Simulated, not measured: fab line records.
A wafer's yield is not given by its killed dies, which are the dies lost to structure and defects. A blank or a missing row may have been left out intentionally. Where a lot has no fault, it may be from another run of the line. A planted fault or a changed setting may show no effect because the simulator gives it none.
A struck lot beside a sound one -- flow n5 finfet -- 40 out of 1938 route steps
Sound: wafers L347.1, L347.4, L347.6. Struck: wafer L333.3. (L333.1, L333.2 of the same lot were not struck and are left out.) The cause comes at the end.
Per side, at each step with rows, come the tool, then ch with its chambers, and then its first start. Under that, the readings that differ: sound wafers -- struck wafers -- difference of the means -- sigmas: that difference in standard deviations of wafers without a fault.
alike: readings whose means differ by less than 2 such deviations, and words and numbers that are the same on both sides. not compared: withheld readings, readings that some wafer has no value for, bounds like >300 that may hide the same value, and numbers for which the record gives no deviation and whose values overlap.
Wherever a step has rows on one side only, a row that says differs or no value, or a row with sigmas, the two part there. Non-overlapping numbers with no deviation appear without sigmas and do not part them. Lack of a reading on every wafer of one side parts them only where that side has two or more wafers.

first, 9 steps without rows for these wafers: N5_BEOL_M5_DESCUM_33 (chemistry O2, time 7 s); N5_BEOL_M5_ETCH_75 (etches underlayer in N2/H2, target depth 6.5 nm, time 5.2 s); N5_BEOL_M5_ETCH_67 (etches SiARC in CF4, target depth 15.6 nm, time 26 s); N5_BEOL_M5_ETCH_68 (etches SOC in N2/H2, target depth 80 nm, overetch 16 nm, time 120 s); N5_BEOL_M5_STRIP_69 (strips in N2/H2); N5_BEOL_M5_STRIP_76 (strips in N2/H2); N5_BEOL_M5_VIA_ETCH_34 (etches SiCOH lowk in C4F6/O2, target depth 88.3 nm, time 39.2 s); N5_BEOL_M5_STRIP_85 (strips in C4F6/O2); N5_BEOL_M5_STRIP_36 (strips in N2/H2).
N5_BEOL_M5_TRENCH_ETCH_37: etches SiCOH lowk in C4F6/O2, target depth 71.652 nm, time 24.7 s.
  sound on rie diel-04 ch 0,2,3, day 14 11:06; struck on rie diel-04 ch 3, day 11 05:57
reading,sound,struck,difference,sigmas
model.etch.depth nm (nm),69.37 72.53 70.33,45.91,-24.83,
model.BEOL_M5.feature depth nm (nm),69.4 72.6 70.4,46,-25,
model.TiN_of_BEOL_M5_HM_DEP_02.thk nm (nm),17.8 17.6 17.8,19,+1,
  alike: C4F6_flow_sccm, drypump motor current A, oes product au, rf vpp V, showerhead plenum p Torr, throttle valve pct
  not compared: rf hours counter h
then, 2 steps without rows for these wafers: N5_BEOL_M5_ETCH_41 (etches SiCN in CH3F/O2, target depth 31.5 nm, time 56.7 s); N5_BEOL_M5_STRIP_91 (strips in N2/H2, time 10 s).
N5_BEOL_M5_OCD_MEAS_38:
  struck on ocd-01, day 11 06:07; sound on ocd-01, day 14 11:15
reading,sound,struck,difference,sigmas
trench depth nm (nm),69.1 72.6 70.9,46.0,-24.9,-25
then, 21 steps without rows for these wafers: N5_BEOL_M5_HM_STRIP_39 (strips TiN in peroxide tin strip, target depth 25 nm, time 158 s); N5_BEOL_M5_SRD_40 (time 30 s); N5_BEOL_M5_PRECLEAN_42 (cleans in residue remover, time 60 s); N5_BEOL_M5_SRD_43 (time 30 s); N5_BEOL_M5_CURE_80 (cures SiCOH lowk, time 120 s); N5_BEOL_M5_DEGAS_44 (time 60 s); N5_BEOL_M5_PRE_CLEAN_45 (time 30 s); N5_BEOL_M5_ALD_86 (deposits TaN, pulse time 2 s, purge time 3 s, co reactant purge time 2 s); N5_BEOL_M5_SURFACE_TREAT_87; N5_BEOL_M5_CVD_47 (deposits Co from CCTBA/H2, target thk 3 nm, time 216 s); N5_BEOL_M5_SPUTTER_48 (material Cu, target thk 15 nm, time 27.62 s); N5_BEOL_M5_ANNEAL_49 (time 1800 s); N5_BEOL_M5_SPUTTER_81 (material Cu, target thk 15 nm, time 27.62 s); N5_BEOL_M5_ANNEAL_82 (time 1800 s); N5_BEOL_M5_SPUTTER_83 (material Cu, target thk 15 nm, time 27.62 s); N5_BEOL_M5_ANNEAL_84 (time 1800 s); N5_BEOL_M5_SPUTTER_88 (material Cu, target thk 15 nm, time 27.62 s); N5_BEOL_M5_ANNEAL_89 (time 1800 s); N5_BEOL_M5_SPUTTER_90 (material Cu, target thk 4.5 nm, time 8.29 s); N5_BEOL_M5_ECD_50 (material Cu, target thk 300 nm); N5_BEOL_M5_ANNEAL_51 (time 90 s).
N5_BEOL_M5_CMP_52: polishes, stops on SiCOH lowk, t overpolish 6.9 s, target thk 62 nm.
  sound on cmp-03 ch 0,2, day 14 17:31; struck on cmp-04 ch 3, day 11 12:28
reading,sound,struck,difference,sigmas
model.Cu_of_BEOL_M5_ECD_50.thk nm (nm),60.4 63.6 60.8,36,-26,
  alike: barrier field endpoint s, motor current A, overpolish run s, time to endpoint s
N5_BEOL_M5_THK_MEAS_53: measures by xrf.
  struck on film metro-02, day 11 12:43; sound on film metro-01, day 14 17:46
reading,sound,struck,difference,sigmas
M5_THK (nm),61.1 64.1 61.5,35.5,-26.7,-18
then, 2 steps without rows for these wafers: N5_BEOL_M5_PRE_CLEAN_77 (time 15 s); N5_BEOL_M5_CO_CAP_78 (material Co, precursor CCTBA/H2, target thk 2 nm, time 102.1 s).
N5_BEOL_M5_RS_MEAS_57: a four-point-probe measurement.
  struck on film metro-02, day 11 12:59; sound on film metro-01, day 14 18:01
reading,sound,struck,difference,sigmas
M5_RS (ohm/sq),0.400 0.375 0.396,0.765,+0.375,+37
-- the record jumps here: 3 days lie between the struck wafers' starts before and after (it left off in module BEOL_M5 and takes up again in module BEOL_M15, whose first step shown is number 1830 of the route) --
N5_BEOL_M15_RC_MEAS_101:
  sound on prober-02 ch 0, day 18 14:16; struck on prober-01 ch 0, day 14 18:27
reading,sound,struck,difference,sigmas
COMB_M14 (S/m),5e-12 4.3e-12 4.6e-12,2.7e-12,-1.9e-12,-2
SERP_M5 (ohm/um),40.0 36.3 39.5,73.5,+34.9,+25
SERP_M5_max_site (ohm/um),40.6 37.2 40.9,76.2,+36.6,+23
  alike: COMB_M10, COMB_M10_max_site, COMB_M11, COMB_M12, COMB_M13, COMB_M15, COMB_M6, COMB_M7, COMB_M7_max_site, COMB_M8, COMB_M9, SERP_M10, SERP_M10_max_site, SERP_M11, SERP_M11_max_site, SERP_M12, SERP_M13, SERP_M14, SERP_M6, SERP_M7, SERP_M8, SERP_M8_max_site, SERP_M9, SERP_M9_max_site

WHERE THEY PART
First at N5_BEOL_M5_OCD_MEAS_38; last, within this record, at N5_BEOL_M15_RC_MEAS_101.

WHY: whatever the simulator had introduced
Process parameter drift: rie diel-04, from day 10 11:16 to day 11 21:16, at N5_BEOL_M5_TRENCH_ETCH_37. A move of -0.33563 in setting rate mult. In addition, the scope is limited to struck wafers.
